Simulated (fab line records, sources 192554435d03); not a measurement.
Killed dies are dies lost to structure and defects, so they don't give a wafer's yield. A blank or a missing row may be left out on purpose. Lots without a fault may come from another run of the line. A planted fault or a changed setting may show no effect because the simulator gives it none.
Chamber matching | flow n5_finfet | N5_BEOL_M0_TRENCH_ETCH_107 on rie_diel-04: 4 sister chambers
The step etches SiOC in C4F6/O2, target depth 32.8 nm, time 16.4 s. 27 wafers are shown with their chamber, then 12 later ones without.

WAFERS WITH THEIR CHAMBER
wafer  | chamber | showerhead_plenum_p_Torr (Torr) | rf_vpp_V (V) | throttle_valve_pct (%)
L078.1 | 1       | 2.93                            | 684          | 20.94
L078.3 | 3       | 2.70                            | 688          | 20.69
L078.4 | 0       | 2.87                            | 662          | 21.28
L079.1 | 0       | 2.86                            | 662          | 21.27
L079.4 | 3       | 2.70                            | 688          | 20.72
L079.6 | 0       | 2.86                            | 660          | 21.27
L080.1 | 0       | 2.86                            | 662          | 21.29
L080.4 | 1       | 2.93                            | 682          | 20.95
L080.6 | 3       | 2.70                            | 689          | 20.69
L081.1 | 3       | 2.70                            | 686          | 20.74
L081.3 | 2       | 2.72                            | 687          | 21.08
L081.4 | 3       | 2.70                            | 688          | 20.72
L082.3 | 0       | 2.86                            | 661          | 21.29
L082.4 | 2       | 2.72                            | 688          | 21.07
L082.6 | 0       | 2.86                            | 662          | 21.29
L085.2 | 2       | 2.72                            | 688          | 21.10
L085.3 | 1       | 2.92                            | 683          | 20.57
L085.4 | 3       | 2.69                            | 689          | 20.74
L086.1 | 0       | 2.86                            | 661          | 21.28
L086.5 | 1       | 2.92                            | 683          | 20.58
L086.6 | 2       | 2.72                            | 686          | 21.09
L087.1 | 2       | 2.72                            | 687          | 21.08
L087.2 | 1       | 2.92                            | 684          | 20.57
L087.5 | 0       | 2.86                            | 660          | 21.30
L089.2 | 3       | 2.69                            | 689          | 20.75
L089.3 | 2       | 2.72                            | 685          | 21.10
L089.6 | 0       | 2.86                            | 661          | 21.32

SIGNATURES (means of the wafers above)
reading                  | chamber 0 | chamber 1 | chamber 2 | chamber 3 | scatter within a chamber
showerhead_plenum_p_Torr | 2.8611    | 2.9240    | 2.7200    | 2.6971    | 0.00391
rf_vpp_V                 | 661.22    | 683.20    | 686.83    | 688.14    | 0.979
throttle_valve_pct       | 21.2878   | 20.7220   | 21.0867   | 20.7214   | 0.0865
Rule: a wafer's distance from a chamber is the root of the sum, over the readings, of the square of ((its reading less the chamber's mean) divided by the reading's scatter). The wafer belongs to the nearest chamber; if the next one is less than 2 further off, it can't be placed. The scatter: the root of (the sum of the squares of (reading less its chamber's mean) over the shown wafers, divided by (wafers less chambers)).

WAFERS WITHOUT THEIR CHAMBER
wafer  | showerhead_plenum_p_Torr (Torr) | rf_vpp_V (V) | throttle_valve_pct (%)
L090.3 | 2.69                            | 689          | 20.76
L090.4 | 2.71                            | 686          | 21.10
L090.5 | 2.71                            | 686          | 21.10
L093.1 | 2.71                            | 688          | 21.11
L093.4 | 2.85                            | 663          | 21.33
L093.6 | 2.92                            | 686          | 20.57
L096.2 | 2.91                            | 682          | 20.60
L096.4 | 2.70                            | 686          | 21.12
L096.5 | 2.84                            | 661          | 21.35
L097.2 | 2.70                            | 687          | 21.11
L097.3 | 2.84                            | 661          | 21.36
L097.6 | 2.84                            | 662          | 21.34

WHICH CHAMBER EACH WENT THROUGH
wafer  | from the rows above     | in truth
L090.3 | 3                       | 3
L090.4 | 2                       | 2
L090.5 | 2                       | 2
L093.1 | 2                       | 2
L093.4 | 0                       | 0
L093.6 | 1                       | 1
L096.2 | 1                       | 1
L096.4 | can't be placed: 3 or 2 | 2
L096.5 | 0                       | 0
L097.2 | can't be placed: 3 or 2 | 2
L097.3 | 0                       | 0
L097.6 | 0                       | 0
Placed correctly: 10 of 12. Can't be placed from these rows: 2 (the true chamber is among the candidates in 2). Placed wrongly: 0.
